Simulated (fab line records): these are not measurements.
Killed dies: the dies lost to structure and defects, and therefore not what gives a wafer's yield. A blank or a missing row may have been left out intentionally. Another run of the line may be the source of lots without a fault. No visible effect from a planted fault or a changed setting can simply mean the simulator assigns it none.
fab line records	flow n5-finfet
[record] lots = 24	wafers = 72	last-day = 18
route steps=1938 shown BEOL_M8@1345
lots that met no fault: taken from a fault-free run of the same line
start-h: hours from the record's opening day to when the first of the lot's shown wafers began	wait-h: hours elapsed since this lot's preceding step	" repeats the value in the row above	L1.1+2: a row that stands for several wafers	- no value, or no start given	* or withheld: withheld	< > ~ a bound
route shown NAME@n: names a module that has steps shown in the file, with the first one's number in the route	usual: mean/standard deviation of fault-free wafers	same: alike in all rows	chamber/n: place in a boat	sites: the reading at each site	_std_site: standard deviation across them	_edge_site: mean of outer sites minus mean of inner sites	radius-mm: for every site, how far away it sits from the centre of the wafer	mask NAME#n: copy n	behind: the tool/chamber that last shaped the wafer	hold: why the lot was held/for how many hours/how that ended	device: the n, p or np transistor that did not switch	end of line: the route-end tests of the same wafers	where a step has no rows: the recipe by itself	killed: at the first sort, the dies lost to defects and structure; wafer yield is something else	map: per-die view of a wafer (x killed, . not killed, _ where there is no die)
set.NAME: the setting that was run; set.NAME@STEP: the one run at that earlier step	model.NAME: the simulator's own value behind a step, which no gauge read
one table for each step of the route and one row for each wafer, over a sample of lots
services: the hour from which a tool's chamber was out of use, counted from the record's first day as start-h (under 0 if before that day), plus the number of hours and why
[[steps]]
[step N5_BEOL_M8_CD_MEAS_11]
[recipe] target-cd-nm = 38.5	landing-energy-ev = 500	detector = se-inlens	polarity = opening
[usual] cd-nm = 38.4/0.56
lot.wafer	tool	chamber	start-h	wait-h	cd-nm
L074.1	cd-sem-01	0	196.20	-	38.0
L074.3	"	0	"	"	38.0
L074.6	"	0	"	"	38.3
L075.1	cd-sem-02	0	205.33	-	38.4
L075.4	"	0	"	"	38.9
L075.5	"	0	"	"	38.7
L076.2	cd-sem-02	0	222.70	-	39.0
L076.3	"	0	"	"	39.0
L076.6	"	0	"	"	38.2
L077.1	cd-sem-01	0	228.72	-	37.7
L077.2	"	0	"	"	37.5
L077.4	"	0	"	"	37.3
L080.2	cd-sem-01	0	233.64	-	39.1
L080.3	"	0	"	"	38.6
L080.4	"	0	"	"	39.1
L079.1	cd-sem-01	0	237.19	-	39.0
L079.3	"	0	"	"	38.4
L079.5	"	0	"	"	38.7
L078.1	cd-sem-01	0	237.30	-	39.1
L078.2	"	0	"	"	39.5
L078.6	"	0	"	"	39.9
L081.1	cd-sem-01	0	246.67	-	38.4
L081.3	"	0	"	"	39.4
L081.6	"	0	"	"	38.2
L083.3	cd-sem-02	0	249.85	-	37.7
L083.4	"	0	"	"	38.7
L083.5	"	0	"	"	38.1
L082.2	cd-sem-01	0	254.02	-	38.3
L082.3	"	0	"	"	38.4
L082.6	"	0	"	"	38.5
L084.1	cd-sem-01	0	262.46	-	38.6
L084.2	"	0	"	"	37.9
L084.5	"	0	"	"	38.4
L085.2	cd-sem-03	0	263.79	-	38.9
L085.5	"	0	"	"	39.1
L085.6	"	0	"	"	38.2
L086.1	cd-sem-03	0	281.23	-	38.6
L086.2	"	0	"	"	37.8
L086.5	"	0	"	"	38.0
L087.2	cd-sem-03	0	283.53	-	38.9
L087.4	"	0	"	"	38.1
L087.6	"	0	"	"	38.3
L088.1	cd-sem-01	0	287.91	-	38.0
L088.5	"	0	"	"	37.3
L088.6	"	0	"	"	38.3
L089.2	cd-sem-01	0	288.38	-	38.3
L089.4	"	0	"	"	38.6
L089.6	"	0	"	"	38.7
L091.4	cd-sem-03	0	291.78	-	37.3
L091.5	"	0	"	"	38.8
L091.6	"	0	"	"	38.0
L090.1	cd-sem-03	0	297.64	-	38.5
L090.2	"	0	"	"	38.5
L090.6	"	0	"	"	39.2
L092.1	cd-sem-01	0	305.11	-	38.5
L092.2	"	0	"	"	40.2
L092.4	"	0	"	"	39.3
L093.1	cd-sem-03	0	318.19	-	38.4
L093.3	"	0	"	"	38.1
L093.4	"	0	"	"	37.7
L095.2	cd-sem-01	0	328.29	-	38.7
L095.4	"	0	"	"	38.5
L095.5	"	0	"	"	38.5
L094.1	cd-sem-03	0	342.32	-	38.7
L094.3	"	0	"	"	38.6
L094.6	"	0	"	"	38.4
L096.1	cd-sem-03	0	352.19	-	37.9
L096.4	"	0	"	"	38.8
L096.5	"	0	"	"	38.2
L097.1	cd-sem-02	0	353.95	-	37.2
L097.4	"	0	"	"	38.1
L097.6	"	0	"	"	37.8
[step N5_BEOL_M8_ETCH_62]
[recipe] chemistry = N2/H2	target = SOC	target-depth-a = 1100	overetch-a = 220	mask-material = SiARC	temp-c = 40	time-s = 165	ion-energy-ev = 200	pressure-mtorr = 30	source-w = 840	bias-w = 150	n2-flow-sccm = 200	h2-flow-sccm = 200
[usual] drypump-motor-current-A = 5.7/0.46	oes-product-au = 0.68/0.083	rf-vpp-V = 524/3.3	showerhead-plenum-p-Torr = 2.56/0.12	throttle-valve-pct = 17.8/0.3
lot.wafer	tool	chamber	start-h	wait-h	drypump-motor-current-A	oes-product-au	rf-hours-counter-h	rf-vpp-V	showerhead-plenum-p-Torr	throttle-valve-pct
L074.1	rie-diel-05	0	196.44	0.0	5.3	0.64	162	518	2.35	18.2
L074.3	"	3	"	"	5.1	0.61	211	524	2.50	17.8
L074.6	"	0	"	"	5.3	0.64	-	519	2.35	18.2
L075.1	rie-diel-06	3	205.62	0.0	5.8	0.66	138	527	2.63	17.7
L075.4	"	0	"	"	6.0	0.65	153	526	2.65	17.9
L075.5	"	0	"	"	6.0	0.65	-	527	2.64	17.9
L076.2	rie-diel-06	0	222.88	0.0	6.0	0.65	160	527	2.64	17.9
L076.3	"	2	"	"	5.6	0.59	228	520	2.41	17.9
L076.6	"	0	"	"	6.0	0.65	-	527	2.64	17.9
L077.1	rie-diel-06	3	229.17	0.0	5.7	0.66	147	526	2.63	17.7
L077.2	"	0	"	"	6.0	0.65	162	526	2.64	17.9
L077.4	"	2	"	"	5.6	0.58	230	521	2.40	17.9
L080.2	rie-diel-05	2	233.82	0.0	5.5	0.82	2	529	2.72	17.4
L080.3	"	1	"	"	6.6	0.78	30	529	2.73	18.0
L080.4	"	0	"	"	5.3	0.63	179	518	2.34	18.2
L079.1	rie-diel-01	3	237.74	0.0	5.3	0.60	239	523	2.52	17.9
L079.3	"	1	"	"	6.1	0.61	216	523	2.53	18.2
L079.5	"	3	"	"	5.3	0.59	-	522	2.52	17.9
L078.1	rie-diel-05	0	237.84	0.0	5.3	0.62	180	517	2.34	18.2
L078.2	"	2	"	"	5.4	0.82	3	529	2.72	17.4
L078.6	"	2	"	"	5.5	0.81	-	527	2.72	17.4
L081.1	rie-diel-01	1	247.21	0.0	6.2	0.60	221	524	2.53	18.2
L081.3	"	3	"	"	5.3	0.60	244	523	2.52	17.9
L081.6	"	3	"	"	5.3	0.59	-	523	2.52	17.9
L083.3	rie-diel-05	2	250.03	0.0	5.5	0.80	8	529	2.71	17.4
L083.4	"	1	"	"	6.6	0.77	36	530	2.72	18.0
L083.5	"	2	"	"	5.4	0.78	-	529	2.71	17.4
L082.2	rie-diel-05	0	254.31	0.0	5.3	0.63	186	518	2.34	18.2
L082.3	"	3	"	"	5.1	0.60	235	522	2.49	17.8
L082.6	"	2	"	"	5.4	0.79	-	530	2.71	17.4
L084.1	rie-diel-01	1	262.68	0.0	6.1	0.58	228	522	2.52	18.2
L084.2	"	2	"	"	6.3	0.81	2	526	2.60	17.3
L084.5	"	0	"	"	5.4	0.65	-	525	2.56	17.7
L085.2	rie-diel-05	0	263.96	0.0	5.3	0.62	188	517	2.34	18.3
L085.5	"	3	"	"	5.1	0.59	-	523	2.48	17.8
L085.6	"	0	"	"	5.3	0.62	-	519	2.34	18.3
L086.1	rie-diel-01	0	281.41	0.0	5.4	0.64	122	524	2.55	17.7
L086.2	"	1	"	"	6.1	0.59	236	524	2.52	18.2
L086.5	"	1	"	"	6.1	0.58	-	524	2.52	18.2
L087.2	rie-diel-05	0	283.91	0.0	5.3	0.61	195	517	2.34	18.3
L087.4	"	3	"	"	5.1	0.59	245	522	2.48	17.8
L087.6	"	0	"	"	5.3	0.62	-	517	2.34	18.3
L088.1	rie-diel-01	1	288.17	0.0	6.1	0.59	239	522	2.52	18.2
L088.5	"	0	"	"	5.5	0.64	-	523	2.55	17.7
L088.6	"	1	"	"	6.1	0.58	-	522	2.52	18.2
L089.2	rie-diel-01	2	288.60	0.0	6.4	0.78	14	524	2.59	17.3
L089.4	"	1	"	"	6.1	0.59	239	523	2.52	18.2
L089.6	"	3	"	"	5.3	0.82	-	522	2.51	17.5
L091.4	rie-diel-06	3	292.82	0.1	5.7	0.64	-	527	2.62	17.7
L091.5	"	3	"	"	5.8	0.64	-	527	2.62	17.7
L091.6	"	0	"	"	6.0	0.62	-	527	2.63	18.0
L090.1	rie-diel-01	3	297.97	0.0	5.3	0.81	6	523	2.51	17.5
L090.2	"	1	"	"	6.1	0.58	243	522	2.52	18.2
L090.6	"	1	"	"	6.1	0.58	-	522	2.52	18.2
L092.1	rie-diel-01	3	305.36	0.0	5.3	0.80	8	522	2.51	17.5
L092.2	"	1	"	"	6.1	0.58	246	523	2.51	18.2
L092.4	"	0	"	"	5.5	0.64	132	524	2.55	17.7
L093.1	rie-diel-05	1	318.37	0.0	6.6	0.74	62	528	2.71	18.0
L093.3	"	2	"	"	5.5	0.74	35	528	2.70	17.5
L093.4	"	1	"	"	6.6	0.73	-	528	2.71	18.0
L095.2	rie-diel-06	3	328.60	0.0	5.7	0.64	180	527	2.62	17.8
L095.4	"	1	"	"	5.7	0.73	36	523	2.50	17.9
L095.5	"	1	"	"	5.7	0.73	-	523	2.50	17.9
L094.1	rie-diel-06	2	342.84	0.0	5.6	0.81	10	529	2.71	17.5
L094.3	"	1	"	"	5.8	0.72	41	523	2.50	17.9
L094.6	"	3	"	"	5.7	0.63	-	526	2.61	17.7
L096.1	rie-diel-05	3	352.48	0.0	5.1	0.81	11	521	2.47	17.4
L096.4	"	0	"	"	5.3	0.60	220	518	2.33	18.3
L096.5	"	3	"	"	5.1	0.80	-	522	2.47	17.4
L097.1	rie-diel-05	1	354.13	0.0	6.6	0.73	72	527	2.71	18.1
L097.4	"	3	"	"	5.1	0.79	12	523	2.47	17.4
L097.6	"	2	"	"	5.5	0.73	-	529	2.70	17.5
[step N5_BEOL_M8_ETCH_72]
[recipe] chemistry = N2/H2	target = underlayer	target-depth-a = 65	mask-material = CAR-EUV	time-s = 5.2	ion-energy-ev = 200	pressure-mtorr = 30	source-w = 840	bias-w = 150	n2-flow-sccm = 200	h2-flow-sccm = 200	ends = cleared
[usual] drypump-motor-current-A = 5.7/0.38	etch-rf-on-time-s = 5.21/0.14	oes-product-au = 0.67/0.084	rf-vpp-V = 524/3.3	showerhead-plenum-p-Torr = 2.56/0.097	throttle-valve-pct = 17.84/0.24
lot.wafer	tool	chamber	start-h	wait-h	drypump-motor-current-A	etch-rf-on-time-s	oes-product-au	rf-hours-counter-h	rf-vpp-V	showerhead-plenum-p-Torr	throttle-valve-pct
L074.1	rie-diel-01	3	199.00	0.0	5.3	5.24	0.60	225	523	2.53	17.88
L074.3	"	0	"	"	5.5	5.25	0.67	88	524	2.57	17.65
L074.6	"	0	"	"	5.4	5.27	0.68	-	525	2.57	17.64
L075.1	rie-diel-01	2	207.00	0.0	6.4	5.15	0.58	240	526	2.61	17.76
L075.4	"	1	"	"	6.1	5.39	0.60	206	522	2.53	18.18
L075.5	"	0	"	"	5.5	5.26	0.66	-	525	2.57	17.64
L076.2	rie-diel-06	2	224.16	0.0	5.6	5.02	0.59	229	519	2.41	17.94
L076.3	"	0	"	"	6.0	5.32	0.65	160	528	2.64	17.94
L076.6	"	3	"	"	5.7	5.11	0.66	-	530	2.63	17.72
L077.1	rie-diel-01	1	232.46	0.0	6.1	5.38	0.59	213	525	2.53	18.20
L077.2	"	0	"	"	5.5	5.36	0.65	100	523	2.56	17.66
L077.4	"	3	"	"	5.3	5.26	0.60	237	522	2.52	17.91
L080.2	rie-diel-06	1	236.29	0.0	5.8	4.99	0.81	3	519	2.51	17.90
L080.3	"	2	"	"	5.6	5.09	0.59	232	521	2.40	17.98
L080.4	"	3	"	"	5.7	5.23	0.66	148	527	2.63	17.74
L078.1	rie-diel-06	1	239.80	0.0	5.8	5.06	0.81	4	522	2.51	17.89
L078.2	"	3	"	"	5.7	5.23	0.65	149	527	2.63	17.72
L078.6	"	1	"	"	5.8	4.98	0.82	-	522	2.51	17.90
L079.1	rie-diel-05	0	240.74	0.0	5.3	5.24	0.62	181	518	2.34	18.27
L079.3	"	2	"	"	5.5	5.08	0.83	4	529	2.71	17.45
L079.5	"	2	"	"	5.5	5.11	0.82	-	527	2.72	17.44
L081.1	rie-diel-01	3	248.44	0.0	5.3	5.12	0.60	245	523	2.52	17.93
L081.3	"	1	"	"	6.1	5.32	0.60	222	524	2.53	18.21
L081.6	"	3	"	"	5.3	5.12	0.60	-	523	2.52	17.95
L083.3	rie-diel-06	0	253.00	0.0	6.0	5.40	0.63	170	528	2.64	17.97
L083.4	"	3	"	"	5.7	5.24	0.65	154	527	2.63	17.73
L083.5	"	2	"	"	5.6	5.04	0.59	-	521	2.40	17.97
L082.2	rie-diel-05	1	255.28	0.0	6.6	5.12	0.77	38	530	2.72	18.06
L082.3	"	2	"	"	5.5	5.16	0.80	10	531	2.71	17.46
L082.6	"	2	"	"	5.4	5.08	0.80	-	530	2.71	17.46
L084.1	rie-diel-01	0	265.26	0.0	5.5	5.29	0.64	115	524	2.56	17.69
L084.2	"	2	"	"	6.4	5.02	0.83	3	527	2.60	17.35
L084.5	"	0	"	"	5.5	5.24	0.65	-	524	2.56	17.70
L085.2	rie-diel-01	0	266.62	0.0	5.5	5.30	0.64	116	524	2.56	17.71
L085.5	"	0	"	"	5.5	5.34	0.64	-	523	2.56	17.69
L085.6	"	1	"	"	6.1	5.51	0.58	-	520	2.52	18.22
L086.1	rie-diel-05	0	282.86	0.0	5.3	5.31	0.61	195	517	2.34	18.31
L086.2	"	3	"	"	5.2	5.36	0.59	244	522	2.48	17.83
L086.5	"	0	"	"	5.3	5.32	0.61	-	518	2.34	18.30
L087.2	rie-diel-06	0	284.77	0.0	6.0	5.39	0.62	182	527	2.63	18.01
L087.4	"	2	"	"	5.6	5.05	0.59	-	519	2.40	18.00
L087.6	"	3	"	"	5.7	5.24	0.64	-	527	2.62	17.76
L089.2	rie-diel-06	1	290.66	0.0	5.8	5.07	0.77	20	523	2.51	17.91
L089.4	"	1	"	"	5.8	5.06	0.77	-	521	2.51	17.92
L089.6	"	3	"	"	5.7	5.27	0.64	-	526	2.62	17.77
L088.1	rie-diel-06	0	291.13	0.0	6.0	5.44	0.62	184	527	2.63	17.98
L088.5	"	3	"	"	5.7	5.29	0.64	-	526	2.62	17.81
L088.6	"	1	"	"	5.8	5.03	0.77	-	522	2.51	17.94
L091.4	rie-diel-06	3	293.76	0.0	5.7	5.21	0.64	-	526	2.62	17.77
L091.5	"	1	"	"	5.8	5.01	0.76	-	523	2.51	17.94
L091.6	"	0	"	"	6.0	5.41	0.61	-	528	2.63	17.99
L090.1	rie-diel-06	1	299.70	0.0	5.8	5.04	0.76	23	521	2.50	17.92
L090.2	"	3	"	"	5.7	5.21	0.64	172	529	2.62	17.76
L090.6	"	3	"	"	5.8	5.21	0.64	-	527	2.62	17.74
L092.1	rie-diel-06	3	308.83	0.0	5.8	5.23	0.64	177	527	2.62	17.78
L092.2	"	0	"	"	6.0	5.46	0.60	193	528	2.63	17.99
L092.4	"	1	"	"	5.8	5.07	0.75	-	523	2.50	17.96
L093.1	rie-diel-05	1	320.32	0.0	6.6	5.05	0.76	62	527	2.71	18.06
L093.3	"	0	"	"	5.3	5.20	0.60	210	517	2.33	18.35
L093.4	"	3	"	"	5.2	5.16	0.85	0	522	2.48	17.40
L095.2	rie-diel-01	0	331.00	0.0	5.5	5.41	0.62	141	526	2.55	17.73
L095.4	"	0	"	"	5.5	5.41	0.62	-	527	2.55	17.74
L095.5	"	2	"	"	6.4	5.05	0.77	-	528	2.59	17.39
L094.1	rie-diel-01	0	344.94	0.0	5.5	5.35	0.63	147	521	2.54	17.74
L094.3	"	1	"	"	6.1	5.22	0.81	2	522	2.51	17.91
L094.6	"	0	"	"	5.5	5.38	0.62	-	525	2.54	17.74
L096.1	rie-diel-06	1	353.61	0.0	5.8	5.03	0.73	44	522	2.50	17.96
L096.4	"	2	"	"	5.6	5.00	0.81	13	530	2.71	17.53
L096.5	"	1	"	"	5.8	4.96	0.75	-	522	2.49	17.98
L097.1	rie-diel-05	0	355.00	0.0	5.3	5.28	0.60	221	519	2.33	18.32
L097.4	"	2	"	"	5.5	5.19	0.73	47	528	2.70	17.54
L097.6	"	0	"	"	5.3	5.29	0.61	-	517	2.33	18.33
[step N5_BEOL_M8_VIA_ETCH_34]
[recipe] chemistry = C4F6/O2	target = SiCOH_lowk	target-depth-a = 1255	mask-material = SOC	taper-deg = 4	time-s = 50.5	ion-energy-ev = 250	pressure-mtorr = 30	source-w = 345	bias-w = 185	Ar_flow_sccm = 300	C4F6_flow_sccm = 10	O2_flow_sccm = 10
[usual] drypump-motor-current-A = 5.7/0.38	oes-product-au = 0.79/0.097	rf-vpp-V = 665/11	showerhead-plenum-p-Torr = 2.86/0.11	throttle-valve-pct = 20.89/0.18
lot.wafer	tool	chamber	start-h	wait-h	drypump-motor-current-A	oes-product-au	rf-hours-counter-h	rf-vpp-V	showerhead-plenum-p-Torr	throttle-valve-pct
L074.1	rie-diel-01	3	199.14	0.0	5.3	0.71	225	670	2.82	20.91
L074.3	"	0	"	"	5.4	0.79	88	660	2.87	20.68
L074.6	"	0	"	"	5.4	0.80	-	660	2.87	20.70
L075.1	rie-diel-01	2	207.15	0.0	6.4	0.68	240	667	2.91	20.85
L075.4	"	1	"	"	6.1	0.70	206	648	2.81	21.07
L075.5	"	0	"	"	5.5	0.78	-	661	2.87	20.70
L076.2	rie-diel-06	2	224.31	0.0	5.6	0.69	229	665	2.69	20.87
L076.3	"	0	"	"	6.1	0.74	160	658	2.95	20.89
L076.6	"	3	"	"	5.7	0.78	-	680	2.96	20.98
L077.1	rie-diel-01	1	232.60	0.0	6.1	0.69	213	647	2.81	21.07
L077.2	"	0	"	"	5.5	0.78	100	658	2.87	20.71
L077.4	"	3	"	"	5.3	0.71	237	670	2.82	20.94
L080.2	rie-diel-06	1	236.44	0.0	5.7	0.95	3	667	2.82	20.89
L080.3	"	2	"	"	5.6	0.69	232	668	2.68	20.87
L080.4	"	3	"	"	5.7	0.77	148	680	2.96	20.97
L078.1	rie-diel-06	1	239.95	0.0	5.7	0.95	4	666	2.82	20.90
L078.2	"	3	"	"	5.7	0.77	149	680	2.96	20.99
L078.6	"	1	"	"	5.8	0.95	-	667	2.82	20.90
L079.1	rie-diel-05	0	240.89	0.0	5.3	0.74	181	656	2.61	21.19
L079.3	"	2	"	"	5.5	0.96	4	687	3.05	20.62
L079.5	"	2	"	"	5.4	0.96	-	687	3.05	20.60
L081.1	rie-diel-01	3	248.58	0.0	5.3	0.70	245	671	2.81	20.94
L081.3	"	1	"	"	6.1	0.69	222	646	2.81	21.11
L081.6	"	3	"	"	5.3	0.69	-	670	2.81	20.94
L083.3	rie-diel-06	0	253.15	0.0	6.0	0.74	170	660	2.94	20.92
L083.4	"	3	"	"	5.7	0.78	154	680	2.96	21.01
L083.5	"	2	"	"	5.5	0.69	-	668	2.68	20.88
L082.2	rie-diel-05	1	255.43	0.0	6.6	0.90	38	659	3.04	21.08
L082.3	"	2	"	"	5.4	0.93	11	688	3.04	20.62
L082.6	"	2	"	"	5.4	0.94	-	688	3.04	20.64
L084.1	rie-diel-01	0	265.40	0.0	5.5	0.76	115	658	2.86	20.72
L084.2	"	2	"	"	6.4	0.97	4	665	2.90	20.47
L084.5	"	0	"	"	5.5	0.76	-	660	2.86	20.74
L085.2	rie-diel-01	0	266.77	0.0	5.5	0.76	116	660	2.86	20.72
L085.5	"	0	"	"	5.5	0.76	-	660	2.86	20.73
L085.6	"	1	"	"	6.1	0.68	-	647	2.80	21.12
L086.1	rie-diel-05	0	283.01	0.0	5.3	0.72	195	656	2.61	21.19
L086.2	"	3	"	"	5.2	0.68	244	648	2.82	21.06
L086.5	"	0	"	"	5.3	0.73	-	656	2.61	21.20
L087.2	rie-diel-06	0	284.91	0.0	6.0	0.73	182	659	2.94	20.93
L087.4	"	2	"	"	5.6	0.68	-	666	2.68	20.89
L087.6	"	3	"	"	5.7	0.76	-	679	2.95	21.02
L089.2	rie-diel-06	1	290.81	0.0	5.8	0.89	20	666	2.81	20.92
L089.4	"	1	"	"	5.8	0.90	-	666	2.81	20.91
L089.6	"	3	"	"	5.7	0.75	-	681	2.95	21.01
L088.1	rie-diel-06	0	291.27	0.0	6.0	0.73	184	658	2.94	20.94
L088.5	"	3	"	"	5.8	0.76	-	680	2.95	21.03
L088.6	"	1	"	"	5.7	0.90	-	667	2.81	20.94
L091.4	rie-diel-06	3	293.92	0.0	5.8	0.75	-	680	2.95	21.01
L091.5	"	1	"	"	5.7	0.90	-	666	2.81	20.92
L091.6	"	0	"	"	6.0	0.72	-	658	2.93	20.92
L090.1	rie-diel-06	1	299.85	0.0	5.7	0.88	24	667	2.81	20.92
L090.2	"	3	"	"	5.7	0.74	172	680	2.95	21.01
L090.6	"	3	"	"	5.7	0.74	-	678	2.95	21.01
L092.1	rie-diel-06	3	308.98	0.0	5.7	0.75	177	680	2.95	21.03
L092.2	"	0	"	"	6.0	0.73	193	658	2.93	20.94
L092.4	"	1	"	"	5.8	0.88	-	667	2.81	20.94
L093.1	rie-diel-05	1	320.46	0.0	6.6	0.88	62	660	3.02	21.14
L093.3	"	0	"	"	5.3	0.71	210	657	2.60	21.24
L093.4	"	3	"	"	5.2	0.98	1	650	2.82	20.69
L095.2	rie-diel-01	0	331.15	0.0	5.5	0.73	141	659	2.85	20.77
L095.4	"	0	"	"	5.5	0.74	-	659	2.85	20.77
L095.5	"	2	"	"	6.4	0.90	-	665	2.89	20.52
L094.1	rie-diel-01	0	345.09	0.0	5.5	0.73	147	659	2.84	20.76
L094.3	"	1	"	"	6.1	0.96	2	645	2.79	20.83
L094.6	"	0	"	"	5.4	0.72	-	659	2.84	20.77
L096.1	rie-diel-06	1	353.76	0.0	5.7	0.85	44	665	2.80	20.95
L096.4	"	2	"	"	5.6	0.95	13	678	3.01	20.48
L096.5	"	1	"	"	5.8	0.86	-	667	2.80	20.96
L097.1	rie-diel-05	0	355.15	0.0	5.3	0.71	221	656	2.60	21.25
L097.4	"	2	"	"	5.4	0.86	47	687	3.03	20.67
L097.6	"	0	"	"	5.3	0.70	-	657	2.60	21.25
[step N5_BEOL_M8_PRE_CLEAN_45]
[recipe] gas = H2/He	time-s = 30	temp-c = 250
[usual] heater-power-w = 320/33
lot.wafer	tool	chamber	start-h	wait-h	heater-power-w
L074.1	pvd-sputter-02	-	200.33	0.0	257
L074.3	"	-	"	"	396
L074.6	"	-	"	"	309
L075.1	pvd-sputter-03	-	208.26	0.0	329
L075.4	"	-	"	"	306
L075.5	"	-	"	"	305
L076.2	pvd-sputter-03	-	225.19	0.0	346
L076.3	"	-	"	"	303
L076.6	"	-	"	"	312
L077.1	pvd-sputter-02	-	233.55	0.0	326
L077.2	"	-	"	"	309
L077.4	"	-	"	"	392
L080.2	pvd-sputter-03	-	237.26	0.0	304
L080.3	"	-	"	"	303
L080.4	"	-	"	"	340
L078.1	pvd-sputter-03	-	241.00	0.0	297
L078.2	"	-	"	"	329
L078.6	"	-	"	"	326
L079.1	pvd-sputter-03	-	242.34	0.0	333
L079.3	"	-	"	"	296
L079.5	"	-	"	"	307
L081.1	pvd-sputter-03	-	249.41	0.0	334
L081.3	"	-	"	"	294
L081.6	"	-	"	"	325
L083.3	pvd-sputter-02	-	254.19	0.0	403
L083.4	"	-	"	"	320
L083.5	"	-	"	"	325
L082.2	pvd-sputter-03	-	256.29	0.0	337
L082.3	"	-	"	"	325
L082.6	"	-	"	"	311
L084.1	pvd-sputter-02	-	266.75	0.0	396
L084.2	"	-	"	"	306
L084.5	"	-	"	"	402
L085.2	pvd-sputter-02	-	268.05	0.0	255
L085.5	"	-	"	"	316
L085.6	"	-	"	"	256
L086.1	pvd-sputter-02	-	284.17	0.0	325
L086.2	"	-	"	"	385
L086.5	"	-	"	"	253
L087.2	pvd-sputter-03	-	285.72	0.0	300
L087.4	"	-	"	"	332
L087.6	"	-	"	"	333
L089.2	pvd-sputter-02	-	291.61	0.0	312
L089.4	"	-	"	"	388
L089.6	"	-	"	"	314
L088.1	pvd-sputter-03	-	293.65	0.0	334
L088.5	"	-	"	"	304
L088.6	"	-	"	"	334
L091.4	pvd-sputter-01	-	295.02	0.0	338
L091.5	"	-	"	"	301
L091.6	"	-	"	"	321
L090.1	pvd-sputter-02	-	301.02	0.0	309
L090.2	"	-	"	"	256
L090.6	"	-	"	"	323
L092.1	pvd-sputter-02	-	310.10	0.0	309
L092.2	"	-	"	"	400
L092.4	"	-	"	"	258
L093.1	pvd-sputter-03	-	321.37	0.0	331
L093.3	"	-	"	"	297
L093.4	"	-	"	"	303
L095.2	pvd-sputter-01	-	332.25	0.0	297
L095.4	"	-	"	"	335
L095.5	"	-	"	"	330
L094.1	pvd-sputter-01	-	347.22	0.0	325
L094.3	"	-	"	"	304
L094.6	"	-	"	"	309
L096.1	pvd-sputter-02	-	354.71	0.0	323
L096.4	"	-	"	"	312
L096.5	"	-	"	"	332
L097.1	pvd-sputter-02	-	356.28	0.0	336
L097.4	"	-	"	"	310
L097.6	"	-	"	"	315
[step N5_BEOL_M8_ALD_77]
[recipe] material = TaN	target-thk-a = 20	temp-c = 275	ald-precursor-family = PDMAT	ald-co-reactant = NH3	pressure-torr = 3	carrier-flow-sccm = 1500	pulse-time-s = 2	purge-time-s = 3	co-reactant-purge-time-s = 2	co-reactant-pulse-time-s = 3	ald-cycles = 40	precursor-vessel-temp-c = 75	precursor-vessel-pressure-torr = 26.25	precursor-vessel-carrier-sccm = 1000
[usual] heater-power-w = 416/37
lot.wafer	tool	chamber	start-h	wait-h	heater-power-w
L074.1	ald-metal-02	1	200.59	0.2	453
L074.3	"	3	"	"	470
L074.6	"	3	"	"	471
L075.1	ald-metal-03	1	208.37	0.1	460
L075.4	"	0	"	"	398
L075.5	"	1	"	"	450
L076.2	ald-metal-04	0	225.31	0.1	409
L076.3	"	3	"	"	361
L076.6	"	1	"	"	400
L077.1	ald-metal-04	0	233.61	0.0	411
L077.2	"	1	"	"	397
L077.4	"	0	"	"	410
L080.2	ald-metal-02	1	237.33	0.1	460
L080.3	"	3	"	"	468
L080.4	"	0	"	"	352
L078.1	ald-metal-02	2	241.06	0.0	382
L078.2	"	0	"	"	352
L078.6	"	2	"	"	369
L079.1	ald-metal-03	2	242.54	0.2	451
L079.3	"	1	"	"	459
L079.5	"	0	"	"	401
L081.1	ald-metal-03	1	249.47	0.0	457
L081.3	"	3	"	"	451
L081.6	"	2	"	"	442
L083.3	ald-metal-02	2	254.25	0.0	383
L083.4	"	0	"	"	360
L083.5	"	1	"	"	458
L082.2	ald-metal-03	3	256.35	0.0	434
L082.3	"	2	"	"	447
L082.6	"	2	"	"	450
L084.1	ald-metal-03	1	266.83	0.1	446
L084.2	"	2	"	"	446
L084.5	"	2	"	"	440
L085.2	ald-metal-03	3	268.11	0.0	446
L085.5	"	1	"	"	465
L085.6	"	2	"	"	442
L086.1	ald-metal-04	3	284.23	0.0	361
L086.2	"	2	"	"	405
L086.5	"	1	"	"	398
L087.2	ald-metal-04	1	285.78	0.0	391
L087.4	"	2	"	"	419
L087.6	"	0	"	"	403
L089.2	ald-metal-02	0	291.67	0.0	366
L089.4	"	1	"	"	450
L089.6	"	0	"	"	350
L088.1	ald-metal-04	0	293.79	0.1	422
L088.5	"	1	"	"	391
L088.6	"	0	"	"	413
L091.4	ald-metal-02	0	295.22	0.2	351
L091.5	"	1	"	"	465
L091.6	"	3	"	"	466
L090.1	ald-metal-04	0	301.11	0.1	417
L090.2	"	2	"	"	419
L090.6	"	2	"	"	411
L092.1	ald-metal-02	2	310.17	0.0	382
L092.2	"	3	"	"	461
L092.4	"	1	"	"	463
L093.1	ald-metal-04	2	321.45	0.1	422
L093.3	"	0	"	"	414
L093.4	"	1	"	"	381
L095.2	ald-metal-02	0	332.31	0.0	357
L095.4	"	0	"	"	361
L095.5	"	1	"	"	441
L094.1	ald-metal-04	1	347.29	0.0	401
L094.3	"	2	"	"	411
L094.6	"	3	"	"	361
L096.1	ald-metal-04	0	354.82	0.1	412
L096.4	"	3	"	"	375
L096.5	"	1	"	"	394
L097.1	ald-metal-03	1	356.34	0.0	466
L097.4	"	0	"	"	396
L097.6	"	1	"	"	451
[[services]]
tool	chamber	start-h	hours	kind
ald-metal-04	-	195.04	2.8	pm
rie-diel-06	1	211.69	-	clean
rie-diel-06	1	211.69	-	consumable-replace:focus-ring
rie-diel-06	1	211.69	15.6	scheduled-down
rie-diel-06	1	211.69	15.6	vent-cycle
ald-metal-04	2	215.93	30.7	repair
rie-diel-05	1	221.26	6.6	repair
ald-metal-02	0	245.17	3.3	repair
rie-diel-01	2	252.91	7.8	repair
ald-metal-04	-	255.10	8.7	pm
ald-metal-02	2	274.89	21.6	repair
ald-metal-02	1	285.24	3.4	repair
rie-diel-06	2	288.52	-	clean
rie-diel-06	2	288.52	-	consumable-replace:focus-ring
ald-metal-03	2	289.84	4.0	repair
pvd-sputter-01	-	297.03	20.4	repair
ald-metal-02	0	309.07	6.7	repair
rie-diel-06	3	309.61	11.3	repair
ald-metal-02	2	324.57	31.5	repair
ald-metal-03	-	328.31	14.6	pm
rie-diel-01	3	331.39	3.3	repair
pvd-sputter-02	-	335.00	4.1	repair
ald-metal-02	-	337.25	14.0	pm
ald-metal-04	-	338.12	0.5	repair
[[key]]
fault none
